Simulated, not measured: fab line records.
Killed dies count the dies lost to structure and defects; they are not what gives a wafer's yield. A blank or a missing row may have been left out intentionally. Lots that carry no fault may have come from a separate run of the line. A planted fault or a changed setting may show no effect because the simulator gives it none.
What tool caused it? -- flow n5-finfet -- 10 lots, 30 wafers sampled, at 4 steps of a route of 1938

== WHAT THE GAUGES SHOWED, per wafer ==
N5_BEOL_M6_CD_MEAS_28: the cd target is 40 nm.
lot,measured,on,cd-nm (nm)
L747,day 8 22:04,cd-sem-01,40.14 39.70 40.21
L749,day 8 22:14,cd-sem-03,40.13 40.42 39.52
L748,day 9 03:05,cd-sem-03,39.99 40.36 39.96
L752,day 10 00:25,cd-sem-03,40.08 39.94 39.89
L753,day 10 08:04,cd-sem-02,39.64 39.66 39.56
L759,day 12 00:11,cd-sem-02,40.70 40.26 40.67
L760,day 12 07:48,cd-sem-01,40.83 40.76 40.69
L767,day 13 19:20,cd-sem-01,40.01 39.72 40.09
L768,day 14 05:32,cd-sem-01,39.91 40.10 39.76
L769,day 14 11:00,cd-sem-03,40.04 40.21 39.92

N5_BEOL_M6_OVL_MEAS_29.
lot,measured,on,V5_OVL (nm)
L747,day 8 22:07,overlay-02,0.6 -0.5 -0.8
L749,day 8 22:16,overlay-02,0.2 -0.1 0.5
L748,day 9 03:07,overlay-02,-0.3 0.5 0.7
L752,day 10 00:26,overlay-02,-1.1 -1.7 -1.7
L753,day 10 08:06,overlay-01,-0.6 -0.4 -0.3
L759,day 12 00:13,overlay-02,0.9 0.1 -0.1
L760,day 12 07:50,overlay-02,0.5 0.1 -0.3
L767,day 13 19:22,overlay-01,0.6 1.0 -0.1
L768,day 14 05:35,overlay-02,0.3 0.5 1.2
L769,day 14 11:02,overlay-01,-0.8 -0.6 -0.6

== WHICH TOOL RAN EACH LOT (tool, then ch and the chambers of the sampled wafers, then the start) ==
lot,N5_BEOL_M6_CURE_74,N5_BEOL_M6_EXPOSE_25
L747,"uv-cure-03 ch 1, day 8 17:44","euv-scanner-02 ch 0, day 8 21:57"
L749,"uv-cure-03 ch 1, day 8 18:04","euv-scanner-01 ch 0, day 8 22:06"
L748,"uv-cure-03 ch 2, day 8 23:11","euv-scanner-01 ch 0, day 9 02:57"
L752,"uv-cure-02 ch 2, day 9 20:33","euv-scanner-02 ch 0, day 10 00:17"
L753,"uv-cure-02 ch 2, day 10 04:02","euv-scanner-01 ch 0, day 10 07:56"
L759,"uv-cure-01 ch 2, day 11 20:07","euv-scanner-02 ch 0, day 12 00:04"
L760,"uv-cure-02 ch 1, day 12 03:14","euv-scanner-02 ch 0, day 12 07:40"
L767,"uv-cure-01 ch 1, day 13 15:59","euv-scanner-01 ch 0, day 13 19:13"
L768,"uv-cure-01 ch 0, day 14 01:59","euv-scanner-01 ch 0, day 14 05:25"
L769,"uv-cure-02 ch 1, day 14 06:50","euv-scanner-01 ch 0, day 14 10:52"
- N5_BEOL_M6_CURE_74: cures SiCOH lowk, time 240 s.
- N5_BEOL_M6_EXPOSE_25: exposes mask V5, target cd 40 nm.

== AS READ BY THE TOOLS THEMSELVES (means over the sampled wafers that have a number; for cases with no such wafer, the mark the record gives instead) ==
N5_BEOL_M6_CURE_74.
lot,tool,lamp-power-pct (%),wafer_temp_C_max
L747,uv-cure-03,52.35,386.1
L749,uv-cure-03,52.38,386.1
L748,uv-cure-03,52.36,386.4
L752,uv-cure-02,52.33,387.3
L753,uv-cure-02,52.30,386.8
L759,uv-cure-01,52.34,387.4
L760,uv-cure-02,52.34,388.4
L767,uv-cure-01,52.27,387.4
L768,uv-cure-01,52.27,385.9
L769,uv-cure-02,52.36,387.9

N5_BEOL_M6_EXPOSE_25.
lot,tool,exposure-dose-mJ-cm2,reticle-temp-C (C)
L747,euv-scanner-02,45.01,22.90
L749,euv-scanner-01,45.03,23.06
L748,euv-scanner-01,45.03,23.13
L752,euv-scanner-02,45.04,22.93
L753,euv-scanner-01,45.06,23.00
L759,euv-scanner-02,46.19,23.00
L760,euv-scanner-02,45.97,23.06
L767,euv-scanner-01,44.98,22.98
L768,euv-scanner-01,45.06,23.02
L769,euv-scanner-01,44.98,22.92

== THE ANSWER, worked out from the rows above alone ==
Rule: usual is defined by the lots themselves. The widest of any qualifying gaps counts: lots, ordered by their means at a reading, are off when they make up no more than a third of the lots, leave a main group of 4 or more, and stand apart from it by 3 or more times the standard deviation of that group's means. Not used: any main group whose means are identical at the precision the tables above print for the reading. Also off: a lot with no number at a reading for which 4 or more lots have one. The other lots that the step has rows for count as sound. Order of review: gauges by route order, followed by the tools' own readings, for which a lot's mean as printed above is used. The first step at which some lot is off is used, and at that step the reading that is off furthest; a lot without a number counts as furthest.
Off: L759, L760, at N5_BEOL_M6_CD_MEAS_28 (cd-nm). For the main group the mean is 39.96 nm and the standard deviation 0.14.
A tool fits if, at a process step before that reading, it ran every lot that is off, and no sound lot after the first of them. The gauges at N5_BEOL_M6_CD_MEAS_28 aren't tried: what is off there is off at N5_BEOL_M6_EXPOSE_25 too, on other tools, and a gauge's error can't cause that. One candidate fits, namely euv-scanner-02 at N5_BEOL_M6_EXPOSE_25. Its last sound lot is L752 (day 10 00:17), its first lot that is off L759 (day 12 00:04): a fault that began between those two fits.
The tool's own readings at N5_BEOL_M6_EXPOSE_25 bear it out: on the lots that are off they differ by more than 5 times the standard deviation of the sound lots' means. exposure-dose-mJ-cm2 reads 46.08 there against 45.02 on the sound lots.

== WHAT THE SIMULATOR PUT IN ==
Process parameters drifting: euv-scanner-02 at N5_BEOL_M6_EXPOSE_25, beginning at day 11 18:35. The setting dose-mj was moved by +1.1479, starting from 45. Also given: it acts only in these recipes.
Shown lots that were struck: L759, L760. Same finding as the rule above.
